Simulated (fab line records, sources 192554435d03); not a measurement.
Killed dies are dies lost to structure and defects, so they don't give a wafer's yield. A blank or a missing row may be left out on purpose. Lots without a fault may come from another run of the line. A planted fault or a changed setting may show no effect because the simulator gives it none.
Chamber matching | flow n5_finfet | N5_BEOL_M2_STRIP_19 on rie_diel-05: 4 sister chambers
The step strips in O2. 4 wafers are shown with their chamber, then 7 later ones without.

WAFERS WITH THEIR CHAMBER
wafer  | chamber | drypump_motor_current_A (A)
L089.2 | 2       | 5.8
L091.6 | 0       | 5.8
L093.3 | 3       | 5.3
L093.4 | 1       | 5.8

WAFERS WITHOUT THEIR CHAMBER
wafer  | drypump_motor_current_A (A)
L093.5 | 5.8
L095.1 | 5.8
L095.2 | 5.3
L095.3 | 5.8
L095.4 | 5.9
L095.5 | 5.3
L095.6 | 5.8

WHICH CHAMBER EACH WENT THROUGH
wafer  | from the rows above          | in truth
L093.5 | can't be placed: 0 or 1 or 2 | 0
L095.1 | can't be placed: 0 or 1 or 2 | 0
L095.2 | 3                            | 3
L095.3 | can't be placed: 0 or 1 or 2 | 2
L095.4 | can't be placed: 0 or 1 or 2 | 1
L095.5 | 3                            | 3
L095.6 | can't be placed: 0 or 1 or 2 | 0
Placed correctly: 2 of 7. Can't be placed from these rows: 5 (the true chamber is among the candidates in 5). Placed wrongly: 0.
How it was worked out, from the rows above alone: a wafer's distance from a chamber is the root of the sum, over the readings, of the square of ((its reading less the chamber's mean) divided by the reading's scatter). The wafer belongs to the nearest chamber; if the next one is less than 2 further off, it can't be placed. A chamber's mean is the mean of its shown wafers. The scatter: with one shown wafer a chamber, the root of the mean of the squares of how far each hidden wafer lies from its nearest shown one.
